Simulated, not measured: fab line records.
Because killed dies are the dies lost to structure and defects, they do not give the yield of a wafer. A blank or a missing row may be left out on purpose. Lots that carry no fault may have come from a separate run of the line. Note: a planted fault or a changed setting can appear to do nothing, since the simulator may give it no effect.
Chamber matching	flow n5_finfet	N5_BEOL_M4_ETCH_77 on rie_diel-03: 4 sister chambers
The step etches underlayer in N2/H2, target depth 6.5 nm, time 5.2 s. 4 wafers are shown with their chamber, then 8 later ones without.

WAFERS, EACH WITH ITS CHAMBER
wafer	chamber	showerhead_plenum_p_Torr (Torr)
L081.1	3	2.41
L081.4	0	2.44
L081.5	1	2.50
L085.3	2	2.55

WAFERS WITHOUT THEIR CHAMBER
wafer	showerhead_plenum_p_Torr (Torr)
L085.4	2.44
L085.5	2.40
L086.3	2.40
L086.5	2.44
L086.6	2.40
L092.1	2.43
L092.2	2.55
L092.4	2.43

THE CHAMBER EACH PASSED THROUGH
wafer	from the rows above	in truth
L085.4	0	0
L085.5	3	3
L086.3	3	3
L086.5	0	0
L086.6	3	3
L092.1	can't be placed: 0 or 3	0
L092.2	2	2
L092.4	can't be placed: 0 or 3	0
6 of 8 placed correctly. From these rows, 2 cannot be placed; in 2 the true chamber is one of the candidates. Wrongly placed: 0.
How it was worked out, from the rows above alone: a wafer's distance from a chamber is the root of the sum, over the readings, of the square of ((its reading less the chamber's mean) divided by the reading's scatter). If the next closest chamber is less than 2 further off than the closest, the wafer can't be placed; otherwise it belongs to the closest. A chamber's mean is the mean of its shown wafers. The scatter (one wafer shown for each chamber): square how far every hidden wafer sits from the nearest shown wafer, average those squares and take the square root.
